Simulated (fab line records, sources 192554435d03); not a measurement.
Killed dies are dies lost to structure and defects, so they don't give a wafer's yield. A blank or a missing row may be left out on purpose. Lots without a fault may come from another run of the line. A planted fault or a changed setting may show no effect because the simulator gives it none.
Chamber matching | flow n5_finfet | N5_BEOL_M5_DEP_56 on pecvd-02: 3 sister chambers
The step deposits SiCN from 3MS/NH3, target thk 8 nm, time 14 s. 6 wafers are shown with their chamber, then 7 later ones without.

WAFERS WITH THEIR CHAMBER
wafer  | chamber | showerhead_plenum_p_Torr (Torr) | throttle_valve_pct (%)
L093.1 | 2       | 3.678                           | 9.3
L093.4 | 2       | 3.674                           | 9.3
L093.5 | 1       | 3.664                           | 9.5
L093.6 | 0       | 3.653                           | 9.1
L094.2 | 0       | 3.663                           | 9.6
L094.3 | 1       | 3.663                           | 9.6

WAFERS WITHOUT THEIR CHAMBER
wafer  | showerhead_plenum_p_Torr (Torr) | throttle_valve_pct (%)
L094.5 | 3.687                           | 9.0
L096.2 | 3.646                           | 9.6
L096.3 | 3.684                           | 9.0
L096.6 | 3.665                           | 9.4
L097.1 | 3.686                           | 9.4
L097.3 | 3.647                           | 9.5
L097.4 | 3.685                           | 9.1

WHICH CHAMBER EACH WENT THROUGH
wafer  | from the rows above          | in truth
L094.5 | 2                            | 2
L096.2 | can't be placed: 0 or 1      | 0
L096.3 | 2                            | 2
L096.6 | can't be placed: 1 or 0 or 2 | 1
L097.1 | 2                            | 2
L097.3 | can't be placed: 0 or 1      | 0
L097.4 | 2                            | 2
Placed correctly: 4 of 7. Can't be placed from these rows: 3 (the true chamber is among the candidates in 3). Placed wrongly: 0.
How it was worked out, from the rows above alone: a wafer's distance from a chamber is the root of the sum, over the readings, of the square of ((its reading less the chamber's mean) divided by the reading's scatter). The wafer belongs to the nearest chamber; if the next one is less than 2 further off, it can't be placed. A chamber's mean is the mean of its shown wafers. The scatter: the root of (the sum of the squares of (reading less its chamber's mean) over the shown wafers, divided by (wafers less chambers)).
